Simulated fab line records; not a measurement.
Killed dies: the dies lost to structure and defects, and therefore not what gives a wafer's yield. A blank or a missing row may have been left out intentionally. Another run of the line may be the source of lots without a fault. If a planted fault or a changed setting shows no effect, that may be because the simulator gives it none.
Matching of chambers | flow n5-finfet | rie-diel-01 running N5_BEOL_M12_VIA_ETCH_16: 4 sister chambers
The step etches SiOC in C4F8/O2/Ar, target depth 724.8 nm. 4 wafers are shown with their chamber, then 8 later ones without.

EACH WAFER AND ITS CHAMBER
wafer  | chamber | showerhead-plenum-p-Torr (Torr)
L079.4 | 1       | 3.52
L090.2 | 0       | 3.38
L090.4 | 3       | 3.28
L092.1 | 2       | 3.63

WAFERS WITH NO CHAMBER GIVEN
wafer  | showerhead-plenum-p-Torr (Torr)
L092.4 | 3.28
L092.6 | 3.63
L097.1 | 3.37
L097.2 | 3.62
L097.4 | 3.37
L095.2 | 3.62
L095.3 | 3.37
L095.5 | 3.50

WHICH CHAMBER EACH ONE RAN IN
wafer  | from the rows above | in truth
L092.4 | 3                   | 3
L092.6 | 2                   | 2
L097.1 | 0                   | 0
L097.2 | 2                   | 2
L097.4 | 0                   | 0
L095.2 | 2                   | 2
L095.3 | 0                   | 0
L095.5 | 1                   | 1
8 of 8 placed correctly. Number that these rows cannot place: 0. Number placed wrongly: 0.
How it was worked out, from the rows above alone: a wafer's distance from a chamber is the root of the sum, over the readings, of the square of ((its reading less the chamber's mean) divided by the reading's scatter). The wafer belongs to the nearest chamber; if the next one is less than 2 further off, it can't be placed. A chamber's mean is the mean of its shown wafers. The scatter (one wafer shown for each chamber): square how far every hidden wafer sits from the nearest shown wafer, average those squares and take the square root.
